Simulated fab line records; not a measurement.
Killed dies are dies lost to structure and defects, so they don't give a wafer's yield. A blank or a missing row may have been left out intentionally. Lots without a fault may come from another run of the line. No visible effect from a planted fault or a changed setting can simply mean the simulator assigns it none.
fab line records	flow nandHarc
record lots=12	wafers=36	lastDay=33
route steps=1302 shown A_CONTACT@1090
lots that met no fault: taken from a fault-free run of the same line
startH: hours from the record's opening day to when the first of the lot's shown wafers began	waitH: time in hours since the lot's previous step	" the same as in the row above	L1.1+2: one row covering several wafers at once	- no value, or no start given	* or withheld: withheld	< > ~ a bound
route shown NAME@n: NAME is a module with steps in the file, n the number in the route of the first one	usual: average and standard deviation across the fault-free wafers	same: alike in all rows	chamber/n: place in a boat	sites: each site's reading	_std_site: their standard deviation	_edge_site: mean of outer sites minus mean of inner sites	radiusMm: for every site, how far away it sits from the centre of the wafer	mask NAME#n: copy n	behind: tool/chamber where the wafer was last shaped	hold: why the lot was held/for how many hours/how that ended	device: the n, p or np transistor that did not switch	end of line: tests run on the same wafers once the route is complete	for a step that has no rows: nothing shown but its recipe	killed: count of dies lost to structure and defects at first sort (not the wafer's yield)	map: a wafer's dies, marking killed ones x, the rest . and places with no die _
set.NAME: setting as actually run; set.NAME@STEP: the setting as run at that earlier step	model.NAME: the simulator's own value behind a step, which no gauge read
steps of the route over a sample of lots; a table a step, a row a wafer
services: from which hour (startH, from the record's first day; less than 0 if before it) a tool's chamber was out of use, for how many hours, and why
## steps
# step NHARC_A_CONTACT_ETCH_138
# recipe sourceW=withheld	pressureMtorr=20	biasV=1200	timeS=311	targetDepthA=19140	arFlowSccm=withheld	c4f8FlowSccm=withheld	o2FlowSccm=withheld	chemistry=C4F8/O2/Ar
lot.wafer	tool	chamber	startH	waitH	rfHoursCounterH
L768.3	harCapEtch-03	0	520.79	0.2	-
L768.4	"	1	"	"	-
L768.6	"	0	"	"	-
L770.2	harCapEtch-01	0	538.26	0.2	8
L770.3	"	0	"	"	-
L770.5	"	0	"	"	-
L771.1	harCapEtch-02	1	539.90	0.2	94
L771.4	"	0	"	"	-
L771.5	"	1	"	"	-
L769.4	harCapEtch-03	1	542.98	0.2	-
L769.3	"	0	"	"	-
L769.6	"	1	"	"	-
L773.3	harCapEtch-03	0	552.74	0.2	-
L773.6	"	0	"	"	-
L773.5	"	1	"	"	-
L772.2	harCapEtch-01	1	554.66	0.2	11
L772.6	"	1	"	"	-
L772.5	"	0	"	"	-
L775.1	harCapEtch-03	1	580.85	0.2	54
L775.4	"	1	"	"	-
L775.6	"	0	"	"	-
L774.2	harCapEtch-01	0	587.25	0.2	14
L774.3	"	1	"	"	-
L774.5	"	1	"	"	-
L779.1	harCapEtch-03	0	634.03	0.2	62
L779.3	"	1	"	"	-
L779.4	"	0	"	"	-
L784.1	harCapEtch-01	1	692.25	0.2	31
L784.4	"	0	"	"	-
L784.5	"	1	"	"	-
L785.2	harCapEtch-03	0	697.42	0.2	75
L785.1	"	1	"	"	75
L785.6	"	0	"	"	-
L790.3	harCapEtch-01	1	745.64	0.2	-
L790.4	"	0	"	"	-
L790.6	"	1	"	"	-
# step NHARC_A_CONTACT_CD_MEAS_15
# usual cdNm=189.9/0.55
lot.wafer	tool	chamber	startH	waitH	cdNm
L768.3	cdSem-02	-	521.77	-	190.2
L768.4	"	-	"	"	189.6
L768.6	"	-	"	"	189.2
L770.2	cdSem-02	-	539.30	-	190.7
L770.3	"	-	"	"	190.2
L770.5	"	-	"	"	191.1
L771.1	cdSem-01	-	540.96	-	190.2
L771.4	"	-	"	"	189.0
L771.5	"	-	"	"	189.4
L769.3	cdSem-03	-	543.94	-	189.9
L769.4	"	-	"	"	189.6
L769.6	"	-	"	"	190.3
L773.3	cdSem-03	-	553.70	-	189.4
L773.5	"	-	"	"	189.1
L773.6	"	-	"	"	190.3
L772.2	cdSem-03	-	555.71	-	190.3
L772.5	"	-	"	"	190.4
L772.6	"	-	"	"	190.7
L775.1	cdSem-03	-	581.89	-	190.5
L775.4	"	-	"	"	189.2
L775.6	"	-	"	"	190.7
L774.2	cdSem-03	-	588.26	-	190.3
L774.3	"	-	"	"	189.6
L774.5	"	-	"	"	190.4
L779.1	cdSem-02	-	635.03	-	190.1
L779.3	"	-	"	"	190.7
L779.4	"	-	"	"	190.0
L784.1	cdSem-02	-	693.25	-	190.1
L784.4	"	-	"	"	189.5
L784.5	"	-	"	"	189.7
L785.1	cdSem-01	-	698.46	-	190.5
L785.2	"	-	"	"	190.0
L785.6	"	-	"	"	189.7
L790.3	cdSem-02	-	746.59	-	189.2
L790.4	"	-	"	"	189.5
L790.6	"	-	"	"	189.7
# step NHARC_A_CONTACT_ETCH_110
# recipe targetDepthA=600	overetchA=60	timeS=33	ionEnergyEv=100	cf4FlowSccm=80	o2FlowSccm=20	arFlowSccm=0	rfW=300	biasW=100	chemistry=CF4/O2
# usual drypumpMotorCurrentA=5.7/0.39	o2FlowSccm=20.01/0.059	oesProductAu=0.999/0.012	rfVppV=197.7/1.7	showerheadPlenumPTorr=1.33/0.069	throttleValvePct=13.398/0.0087
lot.wafer	tool	chamber	startH	waitH	drypumpMotorCurrentA	o2FlowSccm	oesProductAu	rfHoursCounterH	rfVppV	showerheadPlenumPTorr	throttleValvePct
L768.4	rieDiel-03	3	522.12	0.1	5.7	20.01	0.992	7	196.3	1.24	13.395
L768.3	"	1	"	"	5.8	20.01	1.001	9	199.4	1.35	13.413
L768.6	"	2	"	"	6.0	19.96	0.996	-	198.2	1.35	13.393
L770.2	rieDiel-03	1	539.59	0.1	5.8	20.01	0.985	13	197.9	1.35	13.406
L770.3	"	2	"	"	6.0	19.96	1.008	11	197.9	1.35	13.405
L770.5	"	2	"	"	6.0	19.95	1.001	-	198.0	1.35	13.397
L771.4	rieDiel-03	2	541.26	0.1	6.0	20.02	1.004	11	197.1	1.35	13.384
L771.1	"	0	"	"	6.0	19.96	1.004	12	195.7	1.23	13.394
L771.5	"	2	"	"	6.0	19.98	1.007	-	198.0	1.35	13.403
L769.4	rieDiel-03	3	544.23	0.1	5.7	20.08	0.999	11	196.7	1.24	13.389
L769.3	"	0	"	"	5.9	20.02	1.010	13	197.0	1.23	13.384
L769.6	"	2	"	"	5.9	20.02	1.001	-	198.1	1.35	13.386
L773.3	rieDiel-03	2	553.99	0.1	6.0	19.99	1.004	13	197.2	1.35	13.398
L773.6	"	2	"	"	6.0	20.14	1.002	-	199.2	1.35	13.407
L773.5	"	3	"	"	5.7	20.05	0.999	-	195.1	1.24	13.392
L772.2	rieDiel-03	1	556.00	0.1	5.8	20.08	1.002	15	198.0	1.35	13.402
L772.6	"	1	"	"	5.8	20.12	1.003	-	199.1	1.35	13.389
L772.5	"	2	"	"	6.0	20.05	0.998	-	198.5	1.35	13.393
L775.1	rieDiel-09	1	582.19	0.1	5.8	20.01	1.026	24	200.1	1.43	13.406
L775.4	"	2	"	"	6.2	20.05	1.011	27	197.0	1.31	13.387
L775.6	"	1	"	"	5.8	19.98	1.024	-	199.3	1.43	13.390
L774.3	rieDiel-13	0	588.56	0.1	5.0	19.93	0.996	20	199.6	1.40	13.409
L774.2	"	2	"	"	5.1	20.04	0.976	20	199.0	1.37	13.403
L774.5	"	3	"	"	6.4	20.10	0.991	-	195.0	1.26	13.390
L779.1	rieDiel-13	3	635.33	0.1	6.4	19.87	0.983	37	195.5	1.25	13.389
L779.4	"	0	"	"	5.0	19.89	0.997	38	198.4	1.40	13.382
L779.3	"	1	"	"	5.3	19.87	0.988	33	196.6	1.34	13.390
L784.1	rieDiel-09	1	693.57	0.1	5.8	20.06	1.006	4	199.6	1.42	13.403
L784.4	"	2	"	"	6.2	20.01	1.009	-	197.2	1.31	13.385
L784.5	"	0	"	"	4.9	20.04	1.003	-	196.3	1.31	13.397
L785.1	rieDiel-03	3	698.75	0.1	5.7	19.95	1.006	9	196.4	1.23	13.384
L785.2	"	2	"	"	6.0	19.97	0.997	9	198.1	1.34	13.414
L785.6	"	3	"	"	5.7	19.95	0.994	-	194.4	1.23	13.420
L790.3	rieDiel-03	1	746.89	0.1	5.8	19.97	0.978	17	198.9	1.34	13.404
L790.4	"	2	"	"	6.0	20.02	1.014	17	198.4	1.34	13.416
L790.6	"	0	"	"	5.9	19.96	0.995	-	202.0	1.44	13.398
# step NHARC_A_CONTACT_CVD_19
# recipe targetThkA=3000	tempC=300	pressureTorr=40	wf6FlowSccm=40	h2FlowSccm=1600	arFlowSccm=1560	timeS=802	material=W
# usual heaterPowerW=446/24	throttleValvePct=8.19/0.21
lot.wafer	tool	chamber	startH	waitH	heaterPowerW	throttleValvePct
L768.3	cvdW-01	1	523.45	-	426	8.22
L768.4	"	1	"	"	410	8.30
L768.6	"	1	"	"	421	8.28
L770.2	cvdW-02	1	540.45	-	435	8.13
L770.3	"	1	"	"	452	7.94
L770.5	"	0	"	"	453	8.37
L771.1	cvdW-02	1	542.24	-	441	8.30
L771.4	"	0	"	"	473	8.46
L771.5	"	1	"	"	439	8.03
L769.4	cvdW-02	0	545.36	-	464	8.37
L769.3	"	1	"	"	446	8.16
L769.6	"	1	"	"	426	7.84
L773.3	cvdW-02	0	555.20	-	468	8.37
L773.6	"	1	"	"	443	7.92
L773.5	"	0	"	"	478	8.13
L772.2	cvdW-02	1	556.85	-	426	8.15
L772.6	"	1	"	"	437	8.31
L772.5	"	0	"	"	473	7.92
L775.1	cvdW-02	1	583.16	-	433	8.14
L775.4	"	1	"	"	432	8.17
L775.6	"	1	"	"	442	7.94
L774.2	cvdW-01	1	589.41	-	407	8.29
L774.3	"	0	"	"	438	8.08
L774.5	"	1	"	"	405	8.34
L779.1	cvdW-01	1	636.96	-	411	8.16
L779.4	"	0	"	"	443	8.66
L779.3	"	1	"	"	410	8.06
L784.1	cvdW-02	0	694.61	-	468	8.03
L784.4	"	1	"	"	460	7.98
L784.5	"	1	"	"	464	8.26
L785.1	cvdW-02	0	699.60	-	459	8.19
L785.2	"	1	"	"	475	8.05
L785.6	"	1	"	"	461	8.13
L790.4	cvdW-01	0	747.98	-	405	8.53
L790.3	"	1	"	"	401	7.76
L790.6	"	0	"	"	416	8.18
# step NHARC_A_CONTACT_CMP_20
# recipe tOverpolishS=30	targetThkNm=300
# usual motorCurrentA=11.5/1	overpolishRunS=29.999/0.0089	timeToEndpointS=59/3.2
lot.wafer	tool	chamber	startH	waitH	motorCurrentA	overpolishRunS	timeToEndpointS
L768.4	cmp-03	2	524.60	0.7	11.8	30.001	61
L768.3	"	3	"	"	10.2	29.994	54
L768.6	"	1	"	"	12.2	29.978	56
L770.2	cmp-03	1	541.34	0.8	12.1	30.005	57
L770.3	"	2	"	"	11.5	29.996	57
L770.5	"	2	"	"	12.3	29.989	57
L771.1	cmp-04	3	543.00	0.6	11.0	29.998	63
L771.4	"	0	"	"	13.2	30.002	58
L771.5	"	3	"	"	12.2	29.994	62
L769.3	cmp-04	1	546.03	0.4	11.1	29.985	51
L769.4	"	2	"	"	12.2	29.996	58
L769.6	"	1	"	"	11.4	30.001	52
L773.3	cmp-01	2	555.79	0.5	11.0	30.006	60
L773.6	"	3	"	"	12.0	29.993	60
L773.5	"	0	"	"	10.7	29.995	61
L772.2	cmp-01	1	557.76	0.8	11.5	29.992	62
L772.5	"	0	"	"	10.7	29.988	64
L772.6	"	1	"	"	11.8	30.001	64
L775.4	cmp-03	3	583.97	0.4	9.9	30.002	54
L775.1	"	0	"	"	10.2	29.997	58
L775.6	"	2	"	"	12.0	29.993	56
L774.3	cmp-01	3	590.29	0.4	11.7	29.990	61
L774.2	"	1	"	"	11.4	30.005	61
L774.5	"	0	"	"	10.4	29.986	61
L779.4	cmp-03	1	637.73	0.5	13.0	30.014	56
L779.1	"	2	"	"	11.4	30.012	56
L779.3	"	3	"	"	9.7	29.985	53
L784.4	cmp-04	3	695.42	0.6	11.7	30.001	112
L784.1	"	0	"	"	13.1	29.985	110
L784.5	"	2	"	"	12.6	29.997	118
L785.2	cmp-01	1	700.53	0.7	12.0	30.007	109
L785.1	"	2	"	"	11.4	29.999	110
L785.6	"	3	"	"	11.7	29.992	109
L790.3	cmp-04	2	748.63	0.4	12.6	30.006	59
L790.4	"	1	"	"	11.1	30.009	53
L790.6	"	3	"	"	11.6	29.993	57
## services
tool	chamber	startH	hours	kind
harCapEtch-01	-	497.00	17.0	pm
cmp-04	-	503.00	4.0	pm
cmp-01	-	510.84	0.4	repair
cvdW-01	0	521.54	6.5	repair
cmp-01	-	541.30	0.9	repair
cvdW-01	-	547.00	13.0	pm
cmp-03	-	554.00	4.0	pm
cmp-03	-	562.29	0.9	repair
cmp-01	-	577.50	4.0	pm
cmp-04	-	583.76	1.0	repair
cmp-04	-	601.00	4.0	pm
cmp-01	-	613.34	3.2	repair
cvdW-02	-	631.00	13.0	pm
cmp-04	-	634.21	2.0	repair
rieDiel-03	-	635.49	9.0	pm
cmp-01	-	635.97	2.5	repair
cmp-01	-	650.77	0.3	repair
cmp-03	-	652.00	4.0	pm
cmp-01	-	675.50	4.0	pm
cmp-04	-	699.00	4.0	pm
rieDiel-03	1	709.16	9.5	repair
rieDiel-03	2	719.35	2.9	repair
cvdW-01	-	728.00	13.0	pm
cmp-01	-	745.39	1.5	repair
## key
firstSign step=NHARC_A_CONTACT_CMP_20	reading=timeToEndpointS	direction=up	sigmas=16	usual=*	struck=*
effect none on later readings
metAt NHARC_A_CONTACT_CVD_19
struckLots L784,L785
testerLeftOut L784,L785
notActingAt NHARC_A_CONTACT_ETCH_138,NHARC_A_CONTACT_CD_MEAS_15,NHARC_A_CONTACT_ETCH_110
onsetBetween 583.16 694.61
fault kind=processParameterDrift	tool=cvdW-02	chamber=-	onsetH=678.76	steps=NHARC_A_CONTACT_CVD_19	channel=targetThkA	offset=*	shape=step	endH=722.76	actsIn=*	stated=*
# testerLeftOut: of these lots the tester's yield and bins aren't shown, on N5 and GAA mostly nor the transistor test; their killed dies are dies lost to structure and defects alone, not to doping, threshold or leakage, so they don't give the yield
